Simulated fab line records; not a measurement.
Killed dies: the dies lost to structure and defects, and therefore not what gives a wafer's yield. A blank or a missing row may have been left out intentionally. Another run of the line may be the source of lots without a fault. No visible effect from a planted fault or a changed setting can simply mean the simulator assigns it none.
Matching of chambers / flow n5_finfet / N5_BEOL_M9_CURE_71 on uv_cure-03 has 3 sister chambers
The step cures SiCOH lowk, time 240 s. 6 wafers are shown with their chamber, then 10 later ones without.

WAFERS WITH THEIR CHAMBER
wafer=L083.5; chamber=1; wafer_temp_C_max=387.3; lamp_power_pct (%)=52.37
wafer=L083.6; chamber=1; wafer_temp_C_max=387.0; lamp_power_pct (%)=52.33
wafer=L089.4; chamber=2; wafer_temp_C_max=387.3; lamp_power_pct (%)=52.38
wafer=L089.6; chamber=2; wafer_temp_C_max=387.2; lamp_power_pct (%)=52.32
wafer=L091.2; chamber=0; wafer_temp_C_max=386.8; lamp_power_pct (%)=52.40
wafer=L091.3; chamber=0; wafer_temp_C_max=386.5; lamp_power_pct (%)=52.42

WAFERS MISSING THEIR CHAMBER
wafer=L091.5; wafer_temp_C_max=386.3; lamp_power_pct (%)=52.29
wafer=L092.1; wafer_temp_C_max=386.7; lamp_power_pct (%)=52.46
wafer=L092.2; wafer_temp_C_max=386.3; lamp_power_pct (%)=52.21
wafer=L092.5; wafer_temp_C_max=386.4; lamp_power_pct (%)=52.30
wafer=L095.2; wafer_temp_C_max=386.7; lamp_power_pct (%)=52.39
wafer=L095.5; wafer_temp_C_max=386.9; lamp_power_pct (%)=52.30
wafer=L095.6; wafer_temp_C_max=387.4; lamp_power_pct (%)=52.17
wafer=L097.2; wafer_temp_C_max=386.1; lamp_power_pct (%)=52.32
wafer=L097.3; wafer_temp_C_max=386.5; lamp_power_pct (%)=52.28
wafer=L097.6; wafer_temp_C_max=386.3; lamp_power_pct (%)=52.29

EACH ONE'S CHAMBER
wafer=L091.5; from the rows above=can't be placed: 0 or 1 or 2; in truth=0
wafer=L092.1; from the rows above=0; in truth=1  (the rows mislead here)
wafer=L092.2; from the rows above=can't be placed: 1 or 0 or 2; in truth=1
wafer=L092.5; from the rows above=can't be placed: 0 or 1 or 2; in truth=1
wafer=L095.2; from the rows above=0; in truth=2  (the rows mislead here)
wafer=L095.5; from the rows above=can't be placed: 1 or 2 or 0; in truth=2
wafer=L095.6; from the rows above=can't be placed: 2 or 1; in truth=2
wafer=L097.2; from the rows above=can't be placed: 0 or 1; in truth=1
wafer=L097.3; from the rows above=can't be placed: 1 or 0 or 2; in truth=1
wafer=L097.6; from the rows above=can't be placed: 0 or 1 or 2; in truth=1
Placed correctly: 0 of 10. These rows do not allow placing 8 (true chamber among the candidates in 8). Number placed wrongly: 2.
How it was worked out, from the rows above alone: a wafer's distance from a chamber is the root of the sum, over the readings, of the square of ((its reading less the chamber's mean) divided by the reading's scatter). If the next closest chamber is less than 2 further off than the closest, the wafer can't be placed; otherwise it belongs to the closest. Each chamber's mean is taken over the wafers shown for it. The scatter: the root of (the sum of the squares of (reading less its chamber's mean) over the shown wafers, divided by (wafers less chambers)).
